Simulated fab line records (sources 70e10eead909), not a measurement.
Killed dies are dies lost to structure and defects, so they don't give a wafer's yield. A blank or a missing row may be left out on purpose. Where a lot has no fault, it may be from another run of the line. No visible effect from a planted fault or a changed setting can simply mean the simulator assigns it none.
fab line records	flow nand-harc
record lots=24	wafers=72	last-day=25
route steps=1159 shown A_CONTACT@856
lots untouched by any fault: they come from a run of this same line in which no faults occurred
start-h: hours from the record's opening day to when the first of the lot's shown wafers began	wait-h: hours since the lot's step before	" same as the row above	L1.1+2: several wafers, shown together as one row	- value missing, or start not given	* or withheld: withheld	< > ~ a bound
route shown NAME@n: names a module that has steps shown in the file, with the first one's number in the route	usual: mean/standard deviation taken from wafers without a fault	same: alike in all rows	chamber/n: place in a boat	sites: readings site by site	_std_site: their standard deviation	_edge_site: the outer-site mean with the inner-site mean subtracted	radius-mm: for every site, how far away it sits from the centre of the wafer	mask NAME#n: copy n	behind: the most recent tool/chamber to have shaped the wafer	hold: cause of the lot's hold/its duration in hours/its outcome	device: transistor that didn't switch, given as n, p or np	end of line: tests of these same wafers at the route's end	step lacking rows: just its recipe	killed: at the first sort, the dies lost to defects and structure; wafer yield is something else	map: a wafer's dies, x killed, . not, _ none there
set.NAME: setting as actually run; set.NAME@STEP: the setting as run at that earlier step	model.NAME: the simulator's own value behind a step, which no gauge read
one table for each step of the route and one row for each wafer, over a sample of lots
services: from which hour (start-h, from the record's first day; less than 0 if before it) a tool's chamber was out of use, for how many hours, and why
## steps
# step NHARC_A_CONTACT_INSPECT_44
# usual raw-defect-count=28/14
lot.wafer	tool	chamber	start-h	wait-h	raw-defect-count
L074.3	defect-inspect-01	-	365.19	0.0	17
L074.4	"	-	"	"	13
L074.5	"	-	"	"	12
L075.1	defect-inspect-02	-	373.45	0.0	27
L075.4	"	-	"	"	32
L075.5	"	-	"	"	32
L077.1	defect-inspect-02	-	373.60	0.0	9
L077.2	"	-	"	"	11
L077.6	"	-	"	"	10
L076.2	defect-inspect-02	-	377.92	0.0	20
L076.4	"	-	"	"	15
L076.6	"	-	"	"	20
L079.1	defect-inspect-01	-	386.61	0.0	23
L079.2	"	-	"	"	34
L079.5	"	-	"	"	18
L081.4	defect-inspect-02	-	399.15	0.0	9
L081.5	"	-	"	"	17
L081.6	"	-	"	"	11
L080.3	defect-inspect-01	-	401.40	0.0	36
L080.4	"	-	"	"	36
L080.5	"	-	"	"	39
L078.3	defect-inspect-02	-	403.58	0.0	17
L078.4	"	-	"	"	20
L078.6	"	-	"	"	30
L083.2	defect-inspect-01	-	415.97	0.0	23
L083.3	"	-	"	"	30
L083.5	"	-	"	"	34
L082.1	defect-inspect-01	-	416.81	0.0	19
L082.2	"	-	"	"	27
L082.4	"	-	"	"	23
L085.1	defect-inspect-02	-	430.14	0.0	40
L085.2	"	-	"	"	34
L085.4	"	-	"	"	39
L084.1	defect-inspect-01	-	430.48	0.0	11
L084.4	"	-	"	"	10
L084.5	"	-	"	"	9
L087.2	defect-inspect-02	-	439.58	0.0	29
L087.4	"	-	"	"	36
L087.5	"	-	"	"	37
L088.2	defect-inspect-01	-	439.74	0.0	16
L088.4	"	-	"	"	27
L088.5	"	-	"	"	26
L086.1	defect-inspect-02	-	443.92	0.0	55
L086.2	"	-	"	"	63
L086.4	"	-	"	"	58
L089.1	defect-inspect-01	-	457.41	0.0	20
L089.3	"	-	"	"	26
L089.4	"	-	"	"	30
L090.1	defect-inspect-02	-	458.73	0.0	29
L090.3	"	-	"	"	45
L090.6	"	-	"	"	27
L092.3	defect-inspect-02	-	469.39	0.0	19
L092.4	"	-	"	"	24
L092.6	"	-	"	"	32
L091.2	defect-inspect-02	-	472.18	0.0	59
L091.3	"	-	"	"	47
L091.4	"	-	"	"	55
L094.2	defect-inspect-02	-	474.19	0.0	16
L094.3	"	-	"	"	27
L094.4	"	-	"	"	22
L093.1	defect-inspect-02	-	474.41	0.0	33
L093.3	"	-	"	"	32
L093.6	"	-	"	"	30
L095.1	defect-inspect-02	-	493.57	0.1	41
L095.2	"	-	"	"	54
L095.4	"	-	"	"	52
L097.1	defect-inspect-02	-	498.86	0.0	8
L097.4	"	-	"	"	12
L097.6	"	-	"	"	15
L096.1	defect-inspect-02	-	503.93	0.0	56
L096.3	"	-	"	"	39
L096.5	"	-	"	"	35
# step NHARC_A_CONTACT_ETCH_122
# recipe source-w=withheld	pressure-mtorr=20	bias-v=3000	time-s=95	target-depth-a=9300	ar-flow-sccm=withheld	c4f8-flow-sccm=withheld	o2-flow-sccm=withheld	chemistry=C4F8/O2/Ar
lot.wafer	tool	chamber	start-h	wait-h	rf-hours-counter-h
L074.4	har-cap-etch-03	1	367.65	0.1	-
L074.3	"	0	"	"	-
L074.5	"	0	"	"	-
L075.1	har-cap-etch-01	1	376.38	0.1	56
L075.4	"	0	"	"	-
L075.5	"	0	"	"	-
L077.1	har-cap-etch-03	0	376.87	0.1	79
L077.2	"	1	"	"	79
L077.6	"	1	"	"	-
L076.2	har-cap-etch-01	0	380.58	0.1	58
L076.4	"	1	"	"	-
L076.6	"	1	"	"	-
L079.1	har-cap-etch-02	0	389.37	0.1	14
L079.2	"	1	"	"	14
L079.5	"	0	"	"	-
L081.4	har-cap-etch-02	0	401.61	0.1	-
L081.6	"	0	"	"	-
L081.5	"	1	"	"	-
L080.4	har-cap-etch-01	0	403.86	0.1	-
L080.3	"	1	"	"	-
L080.5	"	0	"	"	-
L078.3	har-cap-etch-02	0	406.62	0.1	-
L078.4	"	1	"	"	-
L078.6	"	1	"	"	-
L083.2	har-cap-etch-03	1	419.27	0.1	86
L083.3	"	1	"	"	-
L083.5	"	0	"	"	-
L082.2	har-cap-etch-01	1	419.33	0.1	65
L082.1	"	0	"	"	65
L082.4	"	0	"	"	-
L085.1	har-cap-etch-01	1	432.61	0.1	67
L085.2	"	0	"	"	67
L085.4	"	0	"	"	-
L084.1	har-cap-etch-03	1	432.92	0.1	88
L084.4	"	0	"	"	-
L084.5	"	1	"	"	-
L087.2	har-cap-etch-01	0	442.31	0.1	68
L087.4	"	0	"	"	-
L087.5	"	0	"	"	-
L088.2	har-cap-etch-02	1	442.79	0.1	25
L088.4	"	1	"	"	-
L088.5	"	1	"	"	-
L086.1	har-cap-etch-01	0	446.39	0.1	70
L086.2	"	1	"	"	70
L086.4	"	1	"	"	-
L089.1	har-cap-etch-02	1	459.84	0.1	28
L089.3	"	0	"	"	-
L089.4	"	1	"	"	-
L090.1	har-cap-etch-03	0	461.18	0.1	94
L090.3	"	0	"	"	-
L090.6	"	0	"	"	-
L092.3	har-cap-etch-01	1	471.85	0.1	-
L092.4	"	0	"	"	-
L092.6	"	1	"	"	-
L091.2	har-cap-etch-03	0	475.10	0.1	96
L091.3	"	1	"	"	-
L091.4	"	0	"	"	-
L094.2	har-cap-etch-01	0	477.12	0.1	75
L094.4	"	0	"	"	-
L094.3	"	1	"	"	-
L093.1	har-cap-etch-03	1	477.92	0.1	97
L093.3	"	1	"	"	-
L093.6	"	0	"	"	-
L095.1	har-cap-etch-03	1	496.00	0.1	101
L095.2	"	0	"	"	101
L095.4	"	0	"	"	-
L097.1	har-cap-etch-02	1	501.78	0.1	35
L097.4	"	0	"	"	-
L097.6	"	0	"	"	-
L096.1	har-cap-etch-03	1	506.52	0.1	102
L096.3	"	1	"	"	-
L096.5	"	1	"	"	-
# step NHARC_A_CONTACT_INSPECT_71
# usual raw-defect-count=29/14
lot.wafer	tool	chamber	start-h	wait-h	raw-defect-count
L074.3	defect-inspect-01	-	372.00	0.0	15
L074.4	"	-	"	"	16
L074.5	"	-	"	"	12
L075.1	defect-inspect-01	-	380.75	0.0	24
L075.4	"	-	"	"	33
L075.5	"	-	"	"	37
L077.1	defect-inspect-02	-	381.76	0.0	9
L077.2	"	-	"	"	16
L077.6	"	-	"	"	12
L076.2	defect-inspect-01	-	387.03	0.0	23
L076.4	"	-	"	"	18
L076.6	"	-	"	"	22
L079.1	defect-inspect-01	-	393.81	0.0	22
L079.2	"	-	"	"	37
L079.5	"	-	"	"	24
L081.4	defect-inspect-02	-	406.04	0.0	9
L081.5	"	-	"	"	14
L081.6	"	-	"	"	9
L080.3	defect-inspect-02	-	408.33	0.0	40
L080.4	"	-	"	"	38
L080.5	"	-	"	"	43
L078.3	defect-inspect-02	-	414.64	0.0	13
L078.4	"	-	"	"	21
L078.6	"	-	"	"	28
L083.2	defect-inspect-01	-	424.05	0.0	23
L083.3	"	-	"	"	31
L083.5	"	-	"	"	31
L082.1	defect-inspect-01	-	424.34	0.0	21
L082.2	"	-	"	"	30
L082.4	"	-	"	"	22
L085.1	defect-inspect-01	-	437.53	0.0	43
L085.2	"	-	"	"	28
L085.4	"	-	"	"	36
L084.1	defect-inspect-02	-	438.19	0.0	15
L084.4	"	-	"	"	15
L084.5	"	-	"	"	10
L087.2	defect-inspect-01	-	447.59	0.0	30
L087.4	"	-	"	"	39
L087.5	"	-	"	"	37
L088.2	defect-inspect-02	-	447.74	0.0	19
L088.4	"	-	"	"	28
L088.5	"	-	"	"	24
L086.1	defect-inspect-01	-	451.07	0.0	53
L086.2	"	-	"	"	60
L086.4	"	-	"	"	62
L089.1	defect-inspect-02	-	464.32	0.0	24
L089.3	"	-	"	"	27
L089.4	"	-	"	"	31
L090.1	defect-inspect-02	-	467.40	0.0	31
L090.3	"	-	"	"	55
L090.6	"	-	"	"	30
L092.3	defect-inspect-02	-	477.00	0.0	19
L092.4	"	-	"	"	24
L092.6	"	-	"	"	32
L091.2	defect-inspect-02	-	480.22	0.0	58
L091.3	"	-	"	"	50
L091.4	"	-	"	"	59
L094.2	defect-inspect-02	-	481.54	0.0	19
L094.3	"	-	"	"	28
L094.4	"	-	"	"	22
L093.1	defect-inspect-02	-	482.35	0.0	34
L093.3	"	-	"	"	37
L093.6	"	-	"	"	28
L095.1	defect-inspect-02	-	500.71	0.0	43
L095.2	"	-	"	"	53
L095.4	"	-	"	"	51
L097.1	defect-inspect-02	-	506.20	0.0	8
L097.4	"	-	"	"	15
L097.6	"	-	"	"	15
L096.1	defect-inspect-02	-	512.93	0.0	49
L096.3	"	-	"	"	42
L096.5	"	-	"	"	37
# step NHARC_A_CONTACT_ETCH_76
# recipe target-depth-a=2600	over-etch-frac=0.3	time-s=475.3	ion-energy-ev=200	n2-flow-sccm=150	h2-flow-sccm=150	ar-flow-sccm=0	rf-w=400	bias-w=150	chemistry=N2/H2
# usual drypump-motor-current-A=5.4/0.45	oes-product-au=1.003/0.011	rf-vpp-V=429.8/2	showerhead-plenum-p-Torr=2.01/0.067	throttle-valve-pct=14.171/0.0098
lot.wafer	tool	chamber	start-h	wait-h	drypump-motor-current-A	oes-product-au	rf-hours-counter-h	rf-vpp-V	showerhead-plenum-p-Torr	throttle-valve-pct
L074.3	rie-diel-12	1	-	-	4.7	1.022	27	433.3	2.14	14.174
L074.4	"	2	"	"	5.2	1.032	35	429.9	1.99	14.165
L074.5	"	3	"	"	6.2	1.017	-	427.5	1.94	14.167
L075.1	rie-diel-04	2	-	-	5.8	0.998	33	429.8	2.00	14.176
L075.4	"	3	"	"	5.2	0.988	28	427.4	1.93	14.164
L075.5	"	0	"	"	5.6	1.005	-	429.0	2.02	14.177
L077.2	rie-diel-04	2	-	-	5.8	1.011	36	430.8	2.00	14.180
L077.1	"	3	"	"	5.3	1.000	31	426.7	1.93	14.166
L077.6	"	2	"	"	5.8	1.018	-	429.0	2.00	14.165
L076.2	rie-diel-04	3	-	-	5.2	0.996	32	426.5	1.93	14.184
L076.4	"	0	"	"	5.6	1.008	38	430.1	2.02	14.172
L076.6	"	2	"	"	5.9	1.003	-	430.2	2.00	14.187
L079.2	rie-diel-12	2	-	-	5.1	1.005	0	429.4	1.99	14.166
L079.1	"	3	"	"	6.2	0.998	0	427.5	1.94	14.173
L079.5	"	1	"	"	4.7	0.996	-	432.2	2.14	14.166
L081.4	rie-diel-04	1	-	-	4.9	0.992	42	429.4	2.03	14.173
L081.5	"	1	"	"	5.0	1.009	-	430.7	2.03	14.159
L081.6	"	2	"	"	5.9	1.005	-	427.6	2.00	14.187
L080.3	rie-diel-04	3	-	-	5.3	0.997	40	427.4	1.93	14.185
L080.4	"	0	"	"	5.6	1.003	45	429.1	2.02	14.171
L080.5	"	0	"	"	5.6	1.005	-	429.3	2.02	14.166
L078.4	rie-diel-12	3	-	-	6.2	1.002	3	427.6	1.94	14.152
L078.3	"	0	"	"	5.5	0.990	3	429.3	2.03	14.183
L078.6	"	0	"	"	5.5	0.981	-	429.7	2.03	14.173
L083.2	rie-diel-02	0	-	-	6.0	1.011	28	428.9	2.00	14.167
L083.3	"	2	"	"	5.2	1.004	30	434.8	2.21	14.171
L083.5	"	0	"	"	6.0	1.009	-	428.6	2.00	14.171
L082.2	rie-diel-12	3	-	-	6.2	0.999	6	427.9	1.94	14.169
L082.1	"	1	"	"	4.7	0.993	6	433.3	2.14	14.157
L082.4	"	2	"	"	5.1	1.012	6	429.6	1.99	14.176
L085.1	rie-diel-12	0	-	-	5.5	0.978	8	430.5	2.02	14.154
L085.2	"	1	"	"	4.7	1.000	8	432.4	2.14	14.187
L085.4	"	2	"	"	5.2	1.016	8	430.1	1.99	14.168
L084.4	rie-diel-04	3	-	-	5.2	1.006	52	427.5	1.93	14.155
L084.1	"	1	"	"	4.9	1.008	56	430.2	2.02	14.174
L084.5	"	2	"	"	5.8	1.026	-	429.6	1.99	14.183
L087.2	rie-diel-02	0	-	-	6.0	1.015	38	430.7	1.99	14.172
L087.4	"	2	"	"	5.2	1.015	39	436.2	2.20	14.151
L087.5	"	1	"	"	5.5	1.010	-	429.7	2.06	14.152
L088.2	rie-diel-12	3	-	-	6.2	1.001	11	427.4	1.94	14.175
L088.5	"	1	"	"	4.7	0.987	-	433.2	2.14	14.182
L088.4	"	3	"	"	6.2	0.996	-	427.4	1.94	14.164
L086.1	rie-diel-04	2	-	-	5.8	1.026	65	429.9	1.99	14.181
L086.2	"	3	"	"	5.2	1.001	59	427.3	1.92	14.167
L086.4	"	0	"	"	5.6	1.014	65	430.3	2.01	14.178
L089.3	rie-diel-12	3	-	-	6.2	0.996	13	428.8	1.94	14.179
L089.4	"	1	"	"	4.7	0.985	13	431.6	2.14	14.161
L089.1	"	2	"	"	5.2	1.005	13	430.0	1.99	14.164
L090.1	rie-diel-12	3	-	-	6.2	0.975	14	427.3	1.94	14.171
L090.3	"	1	"	"	4.7	0.991	13	433.0	2.14	14.161
L090.6	"	2	"	"	5.2	1.002	-	429.0	1.99	14.183
L092.4	rie-diel-12	0	-	-	5.5	0.995	16	429.9	2.02	14.180
L092.3	"	1	"	"	4.7	1.002	18	433.1	2.14	14.175
L092.6	"	3	"	"	6.2	1.006	-	428.1	1.94	14.178
L091.3	rie-diel-02	0	-	-	6.0	1.004	51	429.9	1.99	14.171
L091.2	"	2	"	"	5.2	1.012	52	434.6	2.20	14.167
L091.4	"	3	"	"	5.4	1.013	-	430.5	2.02	14.161
L094.3	rie-diel-04	0	-	-	5.6	1.006	2	430.0	2.01	14.191
L094.4	"	1	"	"	4.9	1.022	2	428.8	2.02	14.169
L094.2	"	3	"	"	5.2	1.016	2	426.2	1.92	14.185
L093.1	rie-diel-12	1	-	-	4.7	0.993	19	432.2	2.14	14.178
L093.3	"	0	"	"	5.5	0.993	17	431.3	2.02	14.182
L093.6	"	1	"	"	4.7	0.991	-	433.3	2.14	14.166
L095.2	rie-diel-12	1	-	-	4.7	0.997	22	433.9	2.13	14.168
L095.4	"	2	"	"	5.2	1.004	22	428.7	1.98	14.176
L095.1	"	0	"	"	5.5	0.982	20	430.2	2.02	14.170
L097.1	rie-diel-04	0	-	-	5.6	1.001	13	429.7	2.01	14.175
L097.4	"	1	"	"	4.9	1.004	-	431.2	2.01	14.188
L097.6	"	0	"	"	5.6	0.993	-	430.4	2.01	14.179
L096.1	rie-diel-04	3	-	-	5.3	1.013	16	428.7	1.92	14.184
L096.3	"	0	"	"	5.6	0.995	16	430.0	2.00	14.169
L096.5	"	3	"	"	5.2	1.003	-	425.5	1.92	14.176
# step NHARC_A_CONTACT_ETCH_77
# recipe target-depth-a=726	time-s=36.3	cf4-flow-sccm=100	chf3-flow-sccm=30	ar-flow-sccm=0	rf-w=500	bias-w=200	chemistry=CF4/CHF3
# usual drypump-motor-current-A=5.4/0.45	oes-product-au=0.939/0.02	rf-vpp-V=369.9/1.7	showerhead-plenum-p-Torr=1.55/0.048	throttle-valve-pct=16.802/0.0086
lot.wafer	tool	chamber	start-h	wait-h	drypump-motor-current-A	oes-product-au	rf-hours-counter-h	rf-vpp-V	showerhead-plenum-p-Torr	throttle-valve-pct
L074.3	rie-diel-12	3	-	-	6.2	0.935	36	370.0	1.50	16.806
L074.4	"	2	"	"	5.2	0.939	35	369.2	1.54	16.796
L074.5	"	3	"	"	6.2	0.925	-	368.7	1.50	16.796
L075.4	rie-diel-04	1	-	-	5.0	0.936	32	370.3	1.57	16.799
L075.1	"	0	"	"	5.6	0.924	35	370.8	1.56	16.816
L075.5	"	1	"	"	5.0	0.941	-	371.6	1.57	16.816
L077.1	rie-diel-04	0	-	-	5.6	0.933	36	370.1	1.56	16.797
L077.2	"	1	"	"	4.9	0.935	34	369.8	1.57	16.796
L077.6	"	3	"	"	5.2	0.928	-	368.0	1.50	16.813
L076.2	rie-diel-04	2	-	-	5.8	0.927	38	369.0	1.55	16.811
L076.4	"	0	"	"	5.6	0.930	38	370.7	1.56	16.806
L076.6	"	3	"	"	5.2	0.922	-	368.3	1.50	16.790
L079.2	rie-diel-12	3	-	-	6.2	0.942	1	368.4	1.50	16.802
L079.1	"	1	"	"	4.7	0.970	1	372.7	1.65	16.807
L079.5	"	0	"	"	5.5	0.958	-	370.8	1.56	16.796
L081.4	rie-diel-04	1	-	-	5.0	0.932	42	371.2	1.56	16.799
L081.5	"	0	"	"	5.6	0.927	-	369.0	1.56	16.790
L081.6	"	1	"	"	5.0	0.943	-	369.0	1.56	16.792
L080.4	rie-diel-04	1	-	-	5.0	0.929	42	370.2	1.56	16.806
L080.3	"	0	"	"	5.6	0.929	45	369.4	1.56	16.801
L080.5	"	2	"	"	5.8	0.934	-	369.8	1.54	16.794
L078.3	rie-diel-12	1	-	-	4.7	0.918	4	372.8	1.65	16.793
L078.4	"	2	"	"	5.1	0.928	4	369.5	1.54	16.806
L078.6	"	1	"	"	4.7	0.918	-	373.6	1.65	16.806
L083.2	rie-diel-02	1	-	-	5.5	0.983	29	371.4	1.59	16.795
L083.3	"	0	"	"	6.0	0.983	28	371.0	1.54	16.800
L083.5	"	2	"	"	5.2	0.971	-	374.5	1.69	16.800
L082.4	rie-diel-12	0	-	-	5.5	0.971	6	370.0	1.56	16.805
L082.1	"	1	"	"	4.7	0.971	6	372.6	1.64	16.792
L082.2	"	2	"	"	5.2	0.978	6	368.8	1.54	16.809
L085.2	rie-diel-12	2	-	-	5.2	0.936	8	369.1	1.54	16.801
L085.4	"	3	"	"	6.2	0.926	8	367.0	1.50	16.790
L085.1	"	0	"	"	5.5	0.910	8	370.6	1.56	16.815
L084.4	rie-diel-04	3	-	-	5.2	0.942	52	368.1	1.49	16.804
L084.1	"	0	"	"	5.6	0.935	57	370.0	1.56	16.812
L084.5	"	2	"	"	5.8	0.955	-	369.1	1.54	16.820
L087.2	rie-diel-02	0	-	-	6.0	0.941	38	369.1	1.54	16.792
L087.4	"	2	"	"	5.2	0.933	39	375.3	1.69	16.791
L087.5	"	0	"	"	6.0	0.940	-	369.5	1.54	16.798
L088.2	rie-diel-12	2	-	-	5.2	0.975	10	368.2	1.54	16.807
L088.4	"	3	"	"	6.2	0.955	-	369.0	1.50	16.799
L088.5	"	1	"	"	4.7	0.955	-	372.8	1.64	16.808
L086.4	rie-diel-04	2	-	-	5.8	0.947	65	368.7	1.54	16.812
L086.1	"	0	"	"	5.6	0.940	65	369.1	1.55	16.790
L086.2	"	1	"	"	5.0	0.947	64	370.9	1.56	16.801
L089.1	rie-diel-12	0	-	-	5.5	0.920	12	371.3	1.56	16.804
L089.3	"	1	"	"	4.7	0.921	13	372.8	1.64	16.793
L089.4	"	2	"	"	5.2	0.930	13	370.2	1.54	16.800
L090.1	rie-diel-12	3	-	-	6.2	0.962	14	369.3	1.50	16.815
L090.3	"	1	"	"	4.7	0.966	14	372.6	1.64	16.788
L090.6	"	0	"	"	5.5	0.950	-	370.3	1.56	16.803
L092.4	rie-diel-12	3	-	-	6.2	0.904	18	368.9	1.50	16.797
L092.3	"	0	"	"	5.5	0.922	17	370.6	1.56	16.791
L092.6	"	0	"	"	5.5	0.915	-	370.5	1.56	16.809
L091.3	rie-diel-02	3	-	-	5.4	0.929	45	371.0	1.56	16.808
L091.2	"	0	"	"	5.9	0.928	52	369.3	1.54	16.808
L091.4	"	3	"	"	5.4	0.930	-	369.7	1.56	16.802
L094.3	rie-diel-04	1	-	-	4.9	0.974	2	370.7	1.56	16.800
L094.2	"	2	"	"	5.9	0.992	2	367.7	1.54	16.808
L094.4	"	3	"	"	5.2	0.989	2	368.2	1.49	16.790
L093.1	rie-diel-12	2	-	-	5.1	0.926	19	368.4	1.54	16.793
L093.3	"	1	"	"	4.7	0.924	19	373.4	1.64	16.809
L093.6	"	2	"	"	5.2	0.942	-	370.8	1.54	16.803
L095.4	rie-diel-12	2	-	-	5.2	0.928	22	368.2	1.53	16.803
L095.2	"	0	"	"	5.5	0.901	20	369.8	1.56	16.796
L095.1	"	1	"	"	4.7	0.925	22	373.2	1.64	16.795
L097.1	rie-diel-04	1	-	-	5.0	0.940	11	370.3	1.56	16.799
L097.4	"	1	"	"	5.0	0.937	-	370.4	1.56	16.803
L097.6	"	3	"	"	5.3	0.928	-	367.5	1.49	16.813
L096.3	rie-diel-04	1	-	-	5.0	0.941	14	371.1	1.55	16.795
L096.1	"	0	"	"	5.6	0.924	17	370.4	1.55	16.807
L096.5	"	3	"	"	5.3	0.935	-	368.4	1.49	16.815
# step NHARC_A_CONTACT_ETCH_128
# recipe source-w=withheld	pressure-mtorr=20	bias-v=1200	time-s=155	target-depth-a=9560	ar-flow-sccm=withheld	c4f8-flow-sccm=withheld	o2-flow-sccm=withheld	chemistry=C4F8/O2/Ar
lot.wafer	tool	chamber	start-h	wait-h	rf-hours-counter-h
L074.3	har-cap-etch-02	1	373.87	0.1	-
L074.4	"	0	"	"	-
L074.5	"	1	"	"	-
L075.1	har-cap-etch-02	0	384.02	0.1	12
L075.4	"	1	"	"	-
L075.5	"	0	"	"	-
L077.1	har-cap-etch-03	0	385.51	0.1	81
L077.2	"	1	"	"	81
L077.6	"	0	"	"	-
L076.2	har-cap-etch-01	0	389.38	0.1	59
L076.4	"	0	"	"	-
L076.6	"	1	"	"	-
L079.1	har-cap-etch-01	1	395.96	0.1	60
L079.2	"	0	"	"	60
L079.5	"	1	"	"	-
L081.4	har-cap-etch-03	1	408.11	0.2	-
L081.5	"	1	"	"	-
L081.6	"	0	"	"	-
L080.3	har-cap-etch-01	1	410.19	0.1	-
L080.4	"	0	"	"	-
L080.5	"	1	"	"	-
L078.3	har-cap-etch-02	0	416.50	0.1	-
L078.4	"	1	"	"	-
L078.6	"	0	"	"	-
L083.2	har-cap-etch-03	0	425.88	0.1	87
L083.3	"	1	"	"	-
L083.5	"	1	"	"	-
L082.1	har-cap-etch-02	0	426.15	0.1	21
L082.2	"	1	"	"	21
L082.4	"	1	"	"	-
L085.1	har-cap-etch-02	1	439.38	0.1	23
L085.2	"	0	"	"	23
L085.4	"	0	"	"	-
L084.1	har-cap-etch-03	0	440.57	0.1	89
L084.4	"	0	"	"	-
L084.5	"	1	"	"	-
L087.2	har-cap-etch-03	0	449.42	0.1	91
L087.4	"	0	"	"	-
L087.5	"	1	"	"	-
L088.2	har-cap-etch-01	0	449.87	0.1	71
L088.4	"	1	"	"	-
L088.5	"	1	"	"	-
L086.2	har-cap-etch-02	0	453.05	0.1	26
L086.1	"	1	"	"	26
L086.4	"	0	"	"	-
L089.1	har-cap-etch-02	0	466.13	0.1	29
L089.3	"	0	"	"	-
L089.4	"	1	"	"	-
L090.1	har-cap-etch-03	1	469.23	0.1	94
L090.3	"	1	"	"	-
L090.6	"	1	"	"	-
L092.4	har-cap-etch-02	1	478.85	0.1	-
L092.3	"	0	"	"	-
L092.6	"	0	"	"	-
L091.2	har-cap-etch-01	1	482.25	0.1	76
L091.3	"	1	"	"	-
L091.4	"	0	"	"	-
L094.2	har-cap-etch-03	0	483.35	0.1	98
L094.4	"	0	"	"	-
L094.3	"	1	"	"	-
L093.1	har-cap-etch-02	1	484.19	0.1	33
L093.3	"	1	"	"	-
L093.6	"	1	"	"	-
L095.1	har-cap-etch-01	1	502.51	0.1	78
L095.2	"	0	"	"	78
L095.4	"	1	"	"	-
L097.1	har-cap-etch-02	0	508.34	0.1	36
L097.4	"	1	"	"	-
L097.6	"	0	"	"	-
L096.1	har-cap-etch-02	1	515.16	0.1	37
L096.3	"	0	"	"	-
L096.5	"	1	"	"	-
## services
tool	chamber	start-h	hours	kind
rie-diel-12	0	358.87	-	clean
rie-diel-12	1	358.87	-	clean
rie-diel-12	2	358.87	-	clean
rie-diel-12	3	358.87	-	clean
rie-diel-04	3	359.07	13.1	repair
rie-diel-12	1	377.90	11.2	repair
rie-diel-12	-	379.40	9.0	pm
rie-diel-12	0	379.40	9.0	vent-cycle
rie-diel-12	2	379.40	9.0	vent-cycle
rie-diel-12	3	379.40	9.0	vent-cycle
rie-diel-12	0	388.40	-	clean
rie-diel-12	2	388.40	-	clean
rie-diel-12	3	388.40	-	clean
rie-diel-12	0	412.90	-	clean
rie-diel-12	1	412.90	-	clean
rie-diel-12	2	412.90	-	clean
rie-diel-12	3	412.90	-	clean
rie-diel-04	-	465.99	9.0	pm
rie-diel-02	1	476.65	8.6	repair
rie-diel-04	1	482.68	7.7	repair
har-cap-etch-01	-	485.99	0.2	repair
rie-diel-04	0	495.01	1.6	repair
rie-diel-04	2	505.53	21.7	repair
rie-diel-02	-	505.76	9.0	pm
## key
fault none
